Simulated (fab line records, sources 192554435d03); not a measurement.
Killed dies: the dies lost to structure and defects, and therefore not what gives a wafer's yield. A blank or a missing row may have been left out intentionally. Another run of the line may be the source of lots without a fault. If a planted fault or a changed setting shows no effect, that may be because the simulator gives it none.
fab line records    flow n5_finfet
record lots=7  wafers=21
route steps=1938 shown BEOL_M5@1145 BEOL_M6@1240 BEOL_M7@1305 BEOL_M8@1332
start_h: start of the lot's first displayed wafer, in hours after the record's first day    wait_h: hours since the lot's step before    " same as the row above    L1.1+2: a single row standing in for several wafers    - no value, or no start given    * or withheld: withheld    < > ~ a bound
route shown NAME@n: a module of which the file shows steps, and the number in the route of the first    usual: average and standard deviation across the fault-free wafers    same: alike in all rows    chamber/n: place in a boat    sites: per-site readings    _std_site: standard deviation of those values    _edge_site: the outer-site mean with the inner-site mean subtracted    radius_mm: how far each site lies from the wafer's centre    mask NAME#n: copy n    behind: tool/chamber where the wafer was last shaped    hold: the reason the lot was held/the length of the hold in hours/how it ended    device: transistor that didn't switch, given as n, p or np    end of line: tests of these same wafers at the route's end    where a step has no rows: the recipe by itself    killed: dies that structure and defects cost at the first sort, which is not the same as the wafer's yield    map: per-die view of a wafer (x killed, . not killed, _ where there is no die)
set.NAME: the setting that was run; set.NAME@STEP: the one run at that earlier step    model.NAME: the simulator's own value behind a step, which no gauge read
lots run with intentionally changed settings; tables by step, rows by wafer
## steps
# step N5_BEOL_M5_EXPOSE_25
# recipe mask_id=V4  na=0.33  source_shape=quasar  sigma_inner=0.2  sigma_outer=0.6  polarization=unpolarized  defocus_nm=10  dose_mj=52.75
lot.wafer   tool            chamber  start_h  wait_h  mask  set.dose_mj
L075.1+3+5  euv_scanner-02  0        178.63   -       V4#0  52.75
L082.1+2+6  euv_scanner-02  0        223.20   -       V4#0  52.75
L083.1+3+4  euv_scanner-02  0        234.99   -       V4#0  52.75
L087.1+2+4  euv_scanner-01  0        258.65   -       V4#0  52.75
L093.3+5+6  euv_scanner-01  0        293.47   -       V4#0  55.61
L095.2+4    euv_scanner-02  0        301.29   -       V4#0  50.54
L095.6      "               0        "        "       V4#0  52.75
L096.1+6    euv_scanner-02  0        309.04   -       V4#0  52.75
L096.3      "               0        "        "       V4#0  56.7
# step N5_BEOL_M5_PEB_26
# recipe peb_temp_c=100  peb_time_s=60  resist=CAR-EUV
# step N5_BEOL_M5_DEVELOP_27
# recipe develop_time_s=30  developer=TMAH  resist=CAR-EUV  rinse_liquid=surfactant_rinse  dry=air_spin  dev_temp_c=23
# step N5_BEOL_M5_CD_MEAS_28
# recipe target_cd_nm=30.6  landing_energy_ev=500  detector=se_inlens  target_cd_y_nm=20  polarity=opening
# usual cd_nm=30.58/0.23
lot.wafer  tool       chamber  start_h  wait_h  set.dose_mj@BEOL_M5_EXPOSE_25  cd_nm
L075.1     cd_sem-03  0        178.77   -       52.75                          31.04
L075.3     "          0        "        "       52.75                          30.21
L075.5     "          0        "        "       52.75                          30.52
L082.1     cd_sem-01  0        223.34   -       52.75                          30.77
L082.2     "          0        "        "       52.75                          30.70
L082.6     "          0        "        "       52.75                          30.51
L083.1     cd_sem-03  0        235.13   -       52.75                          30.51
L083.3     "          0        "        "       52.75                          30.26
L083.4     "          0        "        "       52.75                          30.60
L087.1     cd_sem-03  0        258.78   -       52.75                          30.50
L087.2     "          0        "        "       52.75                          30.67
L087.4     "          0        "        "       52.75                          30.57
L093.3     cd_sem-03  0        293.60   -       55.61                          32.03
L093.5     "          0        "        "       55.61                          31.79
L093.6     "          0        "        "       55.61                          32.12
L095.2     cd_sem-02  0        301.43   -       50.54                          29.32
L095.4     "          0        "        "       50.54                          29.63
L095.6     "          0        "        "       52.75                          30.84
L096.1     cd_sem-01  0        309.18   -       52.75                          30.57
L096.3     "          0        "        "       56.7                           32.09
L096.6     "          0        "        "       52.75                          30.77
# step N5_BEOL_M5_DESCUM_33
# recipe chemistry=O2  time_s=7  source_power_w=50  bias_power_w=20  pressure_mtorr=20  rf_frequency_hz=2.712e+07  temp_c=40  resist=CAR-EUV  o2_flow_sccm=225
# step N5_BEOL_M5_ETCH_75
# recipe chemistry=N2/H2  target=underlayer  target_depth_a=65  mask_material=CAR-EUV  time_s=5.2  ion_energy_ev=200  pressure_mtorr=30  source_w=840  bias_w=150  n2_flow_sccm=200  h2_flow_sccm=200  ends=cleared
lot.wafer  tool         chamber  start_h  wait_h  set.dose_mj@BEOL_M5_EXPOSE_25  model.BEOL_M5.cd_nm
L075.1     rie_diel-05  2        178.93   0.0     52.75                          28
L075.3     "            3        "        "       52.75                          27.8
L075.5     "            3        "        "       52.75                          27.6
L082.1     rie_diel-06  0        223.69   0.0     52.75                          28.2
L082.2     "            1        "        "       52.75                          28.6
L082.6     "            3        "        "       52.75                          28.8
L083.1     rie_diel-05  1        235.29   0.0     52.75                          27.8
L083.3     "            0        "        "       52.75                          28.4
L083.4     "            2        "        "       52.75                          28.2
L087.1     rie_diel-06  1        258.94   0.0     52.75                          28.4
L087.2     "            2        "        "       52.75                          28.8
L087.4     "            0        "        "       52.75                          28.2
L093.3     rie_diel-05  3        293.77   0.0     55.61                          29.8
L093.5     "            2        "        "       55.61                          29.2
L093.6     "            3        "        "       55.61                          29.6
L095.2+4   rie_diel-05  0        301.72   0.0     50.54                          27
L095.6     "            2        "        "       52.75                          28
L096.1     rie_diel-06  2        309.38   0.0     52.75                          28.2
L096.3     "            0        "        "       56.7                           30.2
L096.6     "            0        "        "       52.75                          28.4
# step N5_BEOL_M5_ETCH_67
# recipe chemistry=CF4  target=SiARC  target_depth_a=156  mask_material=CAR-EUV  time_s=26  ion_energy_ev=80  pressure_mtorr=40  source_w=545  bias_w=36  Ar_flow_sccm=100  cf4_flow_sccm=100  ends=cleared
lot.wafer  tool         chamber  start_h  wait_h  set.dose_mj@BEOL_M5_EXPOSE_25  model.BEOL_M5.cd_nm
L075.1+3   rie_diel-05  2,3      178.94   0.0     52.75                          27.8
L075.5     "            3        "        "       52.75                          27.6
L082.1     rie_diel-06  0        223.71   0.0     52.75                          28.2
L082.2     "            1        "        "       52.75                          28.6
L082.6     "            3        "        "       52.75                          28.8
L083.1     rie_diel-05  1        235.31   0.0     52.75                          27.6
L083.3     "            0        "        "       52.75                          28.4
L083.4     "            2        "        "       52.75                          28
L087.1     rie_diel-06  1        258.96   0.0     52.75                          28.2
L087.2     "            2        "        "       52.75                          28.8
L087.4     "            0        "        "       52.75                          28.4
L093.3+6   rie_diel-05  3        293.78   0.0     55.61                          29.6
L093.5     "            2        "        "       55.61                          29.2
L095.2+4   rie_diel-05  0        301.73   0.0     50.54                          27.2
L095.6     "            2        "        "       52.75                          28
L096.1     rie_diel-06  2        309.40   0.0     52.75                          28.2
L096.3     "            0        "        "       56.7                           30.2
L096.6     "            0        "        "       52.75                          28.4
# step N5_BEOL_M5_ETCH_68
# recipe chemistry=N2/H2  target=SOC  target_depth_a=800  overetch_a=160  mask_material=SiARC  temp_c=40  time_s=120  ion_energy_ev=200  pressure_mtorr=30  source_w=840  bias_w=150  n2_flow_sccm=200  h2_flow_sccm=200
lot.wafer   tool         chamber  start_h  wait_h  set.dose_mj@BEOL_M5_EXPOSE_25  model.BEOL_M5.cd_nm
L075.1+3+5  rie_diel-05  2,3,3    178.97   0.0     52.75                          27.8
L082.1      rie_diel-06  0        223.74   0.0     52.75                          28.2
L082.2      "            1        "        "       52.75                          28.4
L082.6      "            3        "        "       52.75                          28.8
L083.1      rie_diel-05  1        235.33   0.0     52.75                          27.6
L083.3      "            0        "        "       52.75                          28.4
L083.4      "            2        "        "       52.75                          28
L087.1      rie_diel-06  1        258.99   0.0     52.75                          27.8
L087.2      "            2        "        "       52.75                          28.6
L087.4      "            0        "        "       52.75                          28.2
L093.3      rie_diel-05  3        293.81   0.0     55.61                          29.6
L093.5      "            2        "        "       55.61                          29.4
L093.6      "            3        "        "       55.61                          29.8
L095.2+4    rie_diel-05  0        301.76   0.0     50.54                          27.2
L095.6      "            2        "        "       52.75                          28.2
L096.1      rie_diel-06  2        309.43   0.0     52.75                          28.2
L096.3      "            0        "        "       56.7                           30
L096.6      "            0        "        "       52.75                          28.4
# step N5_BEOL_M6_ETCH_41
# recipe chemistry=CH3F/O2  target=SiCN  target_depth_a=297  taper_deg=2  time_s=52  ion_energy_ev=120  mask_material=TiN  pressure_mtorr=30  source_w=395  bias_w=75  Ar_flow_sccm=150  CH3F_flow_sccm=30  O2_flow_sccm=20
lot.wafer  tool         chamber  start_h  wait_h  set.time_s  model.etch.depth_nm
L075.1     rie_diel-03  0        -        -       42.9        16.76
L075.3     "            1        "        "       52          19.79
L075.5     "            0        "        "       52          20.26
L082.1     rie_diel-04  0        -        -       52          20.08
L082.2     "            2        "        "       52          19.95
L082.6     "            0        "        "       52          19.98
L083.1     rie_diel-04  0        -        -       52          19.73
L083.3+4   "            1        "        "       52          19.58
L087.1     rie_diel-04  1        -        -       52          19.62
L087.2     "            3        "        "       52          19.64
L087.4     "            0        "        "       52          19.85
L093.3     rie_diel-04  1        -        -       52          19.62
L093.5     "            1        "        "       58.3        22.05
L093.6     "            0        "        "       58.3        22.38
L095.2     rie_diel-03  1        -        -       52          19.93
L095.4     "            3        "        "       58.36       22.32
L095.6     "            2        "        "       58.36       22.55
L096.1     rie_diel-04  0        -        -       52          20.12
L096.3     "            2        "        "       52          19.86
L096.6     "            0        "        "       52          20
# step N5_BEOL_M7_VIA_ETCH_34
# recipe chemistry=C4F6/O2  target=SiCOH_lowk  target_depth_a=1255  mask_material=SOC  taper_deg=4  time_s=50.5  ion_energy_ev=250  pressure_mtorr=30  source_w=345  bias_w=185  Ar_flow_sccm=300  C4F6_flow_sccm=10  O2_flow_sccm=10
# usual rf_vpp_V=666/9.6
lot.wafer  tool         chamber  start_h  wait_h  set.source_w  rf_vpp_V
L075.1     rie_diel-05  3        201.81   0.0     292.1         745
L075.3     "            2        "        "       345           677
L075.5     "            3        "        "       292.1         745
L082.1     rie_diel-05  2        248.19   0.0     345           677
L082.2     "            3        "        "       345           684
L082.6     "            3        "        "       345           684
L083.1     rie_diel-06  2        254.40   0.0     345           654
L083.3     "            0        "        "       345           654
L083.4     "            3        "        "       345           664
L087.1     rie_diel-06  1        281.13   0.0     345           658
L087.2     "            2        "        "       345           655
L087.4     "            0        "        "       345           655
L093.3     rie_diel-01  2        314.52   0.0     372           645
L093.5     "            0        "        "       372           639
L093.6     "            3        "        "       345           660
L095.2     rie_diel-01  3        324.54   0.0     345           660
L095.4     "            0        "        "       376.4         636
L095.6     "            3        "        "       345           661
L096.1     rie_diel-01  1        333.35   0.0     345           668
L096.3     "            3        "        "       345           661
L096.6     "            3        "        "       345           659
# step N5_BEOL_M7_TRENCH_ETCH_37
# recipe chemistry=C4F6/O2  target_depth_a=934.78  target=SiCOH_lowk  time_s=31.2  ion_energy_ev=250  pressure_mtorr=30  source_w=345  bias_w=185  Ar_flow_sccm=300  C4F6_flow_sccm=10  O2_flow_sccm=10
# usual rf_vpp_V=666/9.7
lot.wafer  tool         chamber  start_h  wait_h  set.source_w  rf_vpp_V
L075.1     rie_diel-05  3        -        -       345           685
L075.3     "            2        "        "       345           679
L075.5     "            3        "        "       345           685
L082.1     rie_diel-05  2        -        -       345           676
L082.2     "            3        "        "       345           685
L082.6     "            3        "        "       345           684
L083.1     rie_diel-06  2        -        -       308.8         692
L083.3     "            0        "        "       345           653
L083.4     "            3        "        "       345           666
L087.1     rie_diel-06  1        -        -       345           657
L087.2     "            2        "        "       345           655
L087.4     "            0        "        "       345           654
L093.3     rie_diel-01  2        -        -       345           672
L093.5     "            0        "        "       368.2         642
L093.6     "            3        "        "       345           662
L095.2     rie_diel-01  3        -        -       366.5         641
L095.4     "            0        "        "       345           665
L095.6     "            3        "        "       366.5         641
L096.1     rie_diel-01  1        -        -       345           666
L096.3     "            3        "        "       345           660
L096.6     "            3        "        "       345           660
# step N5_BEOL_M8_ILD_DEP_00
# recipe material=SiCOH_lowk  target_thk_a=1797.5  temp_c=300  precursor=DEMS/porogen  pressure_torr=5  rf_w=500  time_s=33.4
lot.wafer  tool      chamber  start_h  wait_h  set.temp_c  model.SiCOH_lowk_of_BEOL_M8_ILD_DEP_00.thk_nm
L075.1     pecvd-04  1        204.56   0.0     300         180.4
L075.3     "         2        "        "       300         180.6
L075.5     "         0        "        "       300         178.8
L082.1     pecvd-01  0        251.94   0.0     300         180.8
L082.2     "         2        "        "       300         179.2
L082.6     "         2        "        "       300         182
L083.1     pecvd-01  1        257.40   0.0     304.8       174.2
L083.3     "         2        "        "       304.8       174.8
L083.4     "         1        "        "       300         180.8
L087.1     pecvd-03  1        284.17   0.0     300         175.2
L087.2     "         0        "        "       300         175.8
L087.4     "         2        "        "       295.8       181.8
L093.3     pecvd-04  0        317.69   0.0     300         180.2
L093.5     "         1        "        "       300         187.2
L093.6     "         0        "        "       300         182.4
L095.2     pecvd-01  0        327.65   0.0     305.5       173
L095.4     "         1        "        "       300         179.4
L095.6     "         0        "        "       300         180.8
L096.1     pecvd-01  1        336.34   0.0     295.1       184.8
L096.3     "         0        "        "       300         180.4
L096.6     "         2        "        "       295.1       186.6
# step N5_BEOL_M8_CURE_74
# recipe temp_c=385  time_s=240  ambient=He/Ar  material=SiCOH_lowk
lot.wafer  tool        chamber  start_h  wait_h  set.temp_c@BEOL_M8_ILD_DEP_00  model.SiCOH_lowk_of_BEOL_M8_ILD_DEP_00.thk_nm
L075.1     uv_cure-01  1        204.63   0.0     300                            155.6
L075.3     "           1        "        "       300                            155.8
L075.5     "           1        "        "       300                            154.2
L082.1     uv_cure-02  1        252.00   0.0     300                            156
L082.2     "           1        "        "       300                            154.6
L082.6     "           1        "        "       300                            157
L083.1     uv_cure-01  1        257.47   0.0     304.8                          150.2
L083.3     "           1        "        "       304.8                          150.6
L083.4     "           1        "        "       300                            156
L087.1     uv_cure-03  0        284.24   0.0     300                            151
L087.2     "           0        "        "       300                            151.6
L087.4     "           0        "        "       295.8                          156.8
L093.3     uv_cure-02  1        317.91   0.2     300                            155.4
L093.5     "           1        "        "       300                            161.4
L093.6     "           1        "        "       300                            157.4
L095.2     uv_cure-02  2        327.79   0.1     305.5                          149.2
L095.4     "           2        "        "       300                            154.8
L095.6     "           2        "        "       300                            156
L096.1     uv_cure-02  0        336.41   0.0     295.1                          159.4
L096.3     "           0        "        "       300                            155.6
L096.6     "           0        "        "       295.1                          161
# step N5_BEOL_M8_EXPOSE_08
# recipe mask_id=M8  na=1.35  source_shape=dipole  sigma_inner=0.817  sigma_outer=0.97  polarization=te  dose_mj=68.25
lot.wafer   tool             chamber  start_h  wait_h  mask  set.dose_mj
L075.1+5    arfi_scanner-02  0        205.88   -       M8#0  66.95
L075.3      "                0        "        "       M8#0  68.25
L082.1+2+6  arfi_scanner-01  0        255.81   -       M8#0  68.25
L083.1      arfi_scanner-03  0        258.95   -       M8#0  68.25
L083.3+4    "                0        "        "       M8#0  64.29
L087.1+4    arfi_scanner-02  0        286.07   -       M8#0  68.25
L087.2      "                0        "        "       M8#0  72.3
L093.3+5+6  arfi_scanner-03  0        320.29   -       M8#0  68.25
L095.2+4+6  arfi_scanner-01  0        330.85   -       M8#0  68.25
L096.1+3    arfi_scanner-03  0        337.89   -       M8#0  70.45
L096.6      "                0        "        "       M8#0  68.25
# step N5_BEOL_M8_PEB_09
# recipe peb_temp_c=withheld  peb_time_s=60  resist=CAR-ArF
# step N5_BEOL_M8_DEVELOP_10
# recipe develop_time_s=30  developer=TMAH  resist=CAR-ArF  rinse_liquid=diw  dry=air_spin  dev_temp_c=23
# step N5_BEOL_M8_CD_MEAS_11
# recipe target_cd_nm=38.5  landing_energy_ev=500  detector=se_inlens  polarity=opening
# usual cd_nm=38.5/0.61
lot.wafer  tool       chamber  start_h  wait_h  set.dose_mj@BEOL_M8_EXPOSE_08  cd_nm
L075.1     cd_sem-02  0        206.01   -       66.95                          37.4
L075.3     "          0        "        "       68.25                          38.8
L075.5     "          0        "        "       66.95                          37.0
L082.1     cd_sem-03  0        255.94   -       68.25                          39.4
L082.2     "          0        "        "       68.25                          38.5
L082.6     "          0        "        "       68.25                          38.4
L083.1     cd_sem-02  0        259.08   -       68.25                          38.5
L083.3     "          0        "        "       64.29                          35.5
L083.4     "          0        "        "       64.29                          34.3
L087.1     cd_sem-02  0        286.20   -       68.25                          39.4
L087.2     "          0        "        "       72.3                           42.3
L087.4     "          0        "        "       68.25                          39.3
L093.3     cd_sem-02  0        320.41   -       68.25                          38.5
L093.5     "          0        "        "       68.25                          38.3
L093.6     "          0        "        "       68.25                          38.9
L095.2     cd_sem-03  0        330.97   -       68.25                          38.0
L095.4     "          0        "        "       68.25                          38.4
L095.6     "          0        "        "       68.25                          38.6
L096.1     cd_sem-03  0        338.02   -       70.45                          39.7
L096.3     "          0        "        "       70.45                          39.1
L096.6     "          0        "        "       68.25                          38.0
# step N5_BEOL_M8_DESCUM_16
# recipe chemistry=O2  time_s=7.9  source_power_w=50  bias_power_w=20  pressure_mtorr=20  rf_frequency_hz=2.712e+07  temp_c=40  resist=CAR-ArF  o2_flow_sccm=225
# step N5_BEOL_M8_ETCH_61
# recipe chemistry=CF4  target=SiARC  target_depth_a=455  mask_material=CAR-ArF  time_s=75.8  ion_energy_ev=80  pressure_mtorr=40  source_w=545  bias_w=36  Ar_flow_sccm=100  cf4_flow_sccm=100  ends=cleared
lot.wafer  tool         chamber  start_h  wait_h  set.dose_mj@BEOL_M8_EXPOSE_08  model.BEOL_M8.cd_offset_nm
L075.1     rie_diel-04  0        206.13   0.0     66.95                          -1
L075.3     "            2        "        "       68.25                          0
L075.5     "            0        "        "       66.95                          -1.2
L082.1     rie_diel-03  3        256.08   0.0     68.25                          1.2
L082.2     "            1        "        "       68.25                          0
L082.6     "            3        "        "       68.25                          0.2
L083.1     rie_diel-03  1        259.21   0.0     68.25                          -0.2
L083.3     "            2        "        "       64.29                          -3.2
L083.4     "            3        "        "       64.29                          -4
L087.1     rie_diel-03  3        286.38   0.0     68.25                          0.8
L087.2     "            0        "        "       72.3                           3.2
L087.4     "            1        "        "       68.25                          0.4
L093.3     rie_diel-02  0        320.74   0.0     68.25                          0
L093.5+6   "            1,2      "        "       68.25                          0.4
L095.2+4   rie_diel-03  3,1      331.15   0.0     68.25                          -0.4
L095.6     "            0        "        "       68.25                          -0.2
L096.1     rie_diel-02  3        338.14   0.0     70.45                          1.2
L096.3     "            1        "        "       70.45                          0.6
L096.6     "            0        "        "       68.25                          -0.4
# step N5_BEOL_M8_ETCH_62
# recipe chemistry=N2/H2  target=SOC  target_depth_a=1100  overetch_a=220  mask_material=SiARC  temp_c=40  time_s=165  ion_energy_ev=200  pressure_mtorr=30  source_w=840  bias_w=150  n2_flow_sccm=200  h2_flow_sccm=200
# step N5_BEOL_M8_STRIP_68
# recipe chemistry=N2/H2  temp_c=40  n2_flow_sccm=200  h2_flow_sccm=200  rf_frequency_hz=6e+07
# step N5_BEOL_M8_STRIP_67
# recipe chemistry=CF4  resist=SiARC  power_w=300  bias_power_w=75  pressure_mtorr=50  cf4_flow_sccm=150  rf_frequency_hz=6e+07
# step N5_BEOL_M8_HM_OPEN_17
# recipe chemistry=Cl2/BCl3  target_depth_a=200  overetch_a=60  target=TiN  mask_material=SOC  ion_energy_ev=150  pressure_mtorr=10  icp_w=1000  bias_w=126  Cl2_flow_sccm=53.25  bcl3_flow_sccm=21.75  Ar_flow_sccm=25
lot.wafer  tool          chamber  start_h  wait_h  set.dose_mj@BEOL_M8_EXPOSE_08  model.BEOL_M8.cd_offset_nm
L075.1+5   rie_metal-03  0,1      206.37   0.0     66.95                          -1.4
L075.3     "             0        "        "       68.25                          -0.2
L082.1     rie_metal-03  1        256.32   0.0     68.25                          0.8
L082.2     "             0        "        "       68.25                          0.4
L082.6     "             0        "        "       68.25                          0
L083.1     rie_metal-02  1        259.45   0.0     68.25                          0.2
L083.3     "             0        "        "       64.29                          -2.6
L083.4     "             1        "        "       64.29                          -3.8
L087.1     rie_metal-02  1        286.62   0.0     68.25                          0.8
L087.2     "             0        "        "       72.3                           3.2
L087.4     "             1        "        "       68.25                          1
L093.3     rie_metal-02  0        321.01   0.1     68.25                          0
L093.5+6   "             1,0      "        "       68.25                          0.6
L095.2     rie_metal-01  1        331.39   0.0     68.25                          -0.4
L095.4+6   "             1,0      "        "       68.25                          0
L096.1     rie_metal-03  1        338.38   0.0     70.45                          1.2
L096.3     "             1        "        "       70.45                          0.8
L096.6     "             1        "        "       68.25                          -0.4
# step N5_BEOL_M8_STRIP_19
# recipe chemistry=O2  power_w=400  temp_c=40  pressure_mtorr=30  rf_frequency_hz=6e+07  bias_power_w=0  overash_fraction=0.2  o2_flow_sccm=225
# step N5_BEOL_M8_CD_MEAS_18
# recipe pitch_nm=80  target_cd_nm=40
# usual cd_nm=40.1/0.66
lot.wafer  tool       chamber  start_h  wait_h  set.dose_mj@BEOL_M8_EXPOSE_08  cd_nm
L075.1     cd_sem-03  -        206.57   0.0     66.95                          38.4
L075.3     "          -        "        "       68.25                          39.6
L075.5     "          -        "        "       66.95                          38.5
L082.1     cd_sem-02  -        256.52   0.0     68.25                          40.4
L082.2     "          -        "        "       68.25                          40.4
L082.6     "          -        "        "       68.25                          40.1
L083.1     cd_sem-02  -        259.66   0.0     68.25                          40.4
L083.3     "          -        "        "       64.29                          37.0
L083.4     "          -        "        "       64.29                          36.2
L087.1     cd_sem-01  -        286.81   0.0     68.25                          40.8
L087.2     "          -        "        "       72.3                           42.9
L087.4     "          -        "        "       68.25                          40.8
L093.3     cd_sem-03  -        321.16   0.1     68.25                          39.8
L093.5     "          -        "        "       68.25                          40.8
L093.6     "          -        "        "       68.25                          40.3
L095.2     cd_sem-03  -        331.69   0.1     68.25                          39.5
L095.4     "          -        "        "       68.25                          40.1
L095.6     "          -        "        "       68.25                          39.5
L096.1     cd_sem-01  -        338.65   0.0     70.45                          41.0
L096.3     "          -        "        "       70.45                          41.1
L096.6     "          -        "        "       68.25                          39.2
# step N5_BEOL_M8_COAT_63
# recipe resist=SOC  temp_c=250  time_s=60  spin_rpm=1500  resist_thk_nm=60
# step N5_BEOL_M8_COAT_64
# recipe resist=SiARC  temp_c=220  time_s=60  spin_rpm=1500  resist_thk_nm=12
# step N5_BEOL_M8_PRECLEAN_42
# recipe chemistry=residue_remover  time_s=60  temp_c=40
# step N5_BEOL_M8_SRD_43
# recipe time_s=30  temp_c=23  rinse_liquid=diw  dry=ipa_marangoni
# step N5_BEOL_M8_CD_MEAS_35
# recipe target_cd_nm=40  polarity=opening
# usual cd_nm=40.1/0.69
lot.wafer  tool       chamber  start_h  wait_h  set.dose_mj@BEOL_M8_EXPOSE_08  cd_nm
L075.1     cd_sem-02  -        218.65   0.0     66.95                          38.3
L075.3     "          -        "        "       68.25                          39.7
L075.5     "          -        "        "       66.95                          38.4
L082.1     cd_sem-03  -        257.53   0.0     68.25                          41.0
L082.2     "          -        "        "       68.25                          40.5
L082.6     "          -        "        "       68.25                          40.0
L083.1     cd_sem-03  -        261.33   0.0     68.25                          40.3
L083.3     "          -        "        "       64.29                          37.4
L083.4     "          -        "        "       64.29                          36.5
L087.1     cd_sem-02  -        291.54   0.0     68.25                          40.8
L087.2     "          -        "        "       72.3                           43.1
L087.4     "          -        "        "       68.25                          40.7
L093.3     cd_sem-01  -        324.52   0.0     68.25                          40.1
L093.5     "          -        "        "       68.25                          40.7
L093.6     "          -        "        "       68.25                          40.3
L095.2     cd_sem-02  -        333.76   0.0     68.25                          39.8
L095.4     "          -        "        "       68.25                          39.7
L095.6     "          -        "        "       68.25                          40.1
L096.1     cd_sem-02  -        341.44   0.0     70.45                          41.4
L096.3     "          -        "        "       70.45                          40.8
L096.6     "          -        "        "       68.25                          39.3
## key
split step=N5_BEOL_M5_EXPOSE_25  setting=dose_mj  stated=52.75  by=wafer
response step=N5_BEOL_M5_CD_MEAS_28  reading=cd_nm  change=+0.222  per=1%  r=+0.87
response step=N5_BEOL_M5_ETCH_75  reading=model.BEOL_M5.cd_nm  change=+0.25  per=1%  r=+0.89
response step=N5_BEOL_M5_ETCH_67  reading=model.BEOL_M5.cd_nm  change=+0.239  per=1%  r=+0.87
response step=N5_BEOL_M5_ETCH_68  reading=model.BEOL_M5.cd_nm  change=+0.23  per=1%  r=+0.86
split step=N5_BEOL_M6_ETCH_41  setting=time_s  stated=52  by=wafer
response step=N5_BEOL_M6_ETCH_41  reading=model.etch.depth_nm  change=+0.198  per=1%  r=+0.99
split step=N5_BEOL_M7_VIA_ETCH_34  setting=source_w  stated=345  by=wafer
response step=N5_BEOL_M7_VIA_ETCH_34  reading=rf_vpp_V  change=-3.72  per=1%  r=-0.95
split step=N5_BEOL_M7_TRENCH_ETCH_37  setting=source_w  stated=345  by=wafer
response step=N5_BEOL_M7_TRENCH_ETCH_37  reading=rf_vpp_V  change=-3.4  per=1%  r=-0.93
split step=N5_BEOL_M8_ILD_DEP_00  setting=temp_c  stated=300  by=wafer
response step=N5_BEOL_M8_ILD_DEP_00  reading=model.SiCOH_lowk_of_BEOL_M8_ILD_DEP_00.thk_nm  change=-3.85  per=1%  r=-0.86
response step=N5_BEOL_M8_CURE_74  reading=model.SiCOH_lowk_of_BEOL_M8_ILD_DEP_00.thk_nm  change=-3.37  per=1%  r=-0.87
split step=N5_BEOL_M8_EXPOSE_08  setting=dose_mj  stated=68.25  by=wafer
response step=N5_BEOL_M8_CD_MEAS_11  reading=cd_nm  change=+0.544  per=1%  r=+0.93
response step=N5_BEOL_M8_ETCH_61  reading=model.BEOL_M8.cd_offset_nm  change=+0.5  per=1%  r=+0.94
response step=N5_BEOL_M8_HM_OPEN_17  reading=model.BEOL_M8.cd_offset_nm  change=+0.485  per=1%  r=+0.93
response step=N5_BEOL_M8_CD_MEAS_18  reading=cd_nm  change=+0.52  per=1%  r=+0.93
response step=N5_BEOL_M8_CD_MEAS_35  reading=cd_nm  change=+0.505  per=1%  r=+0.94
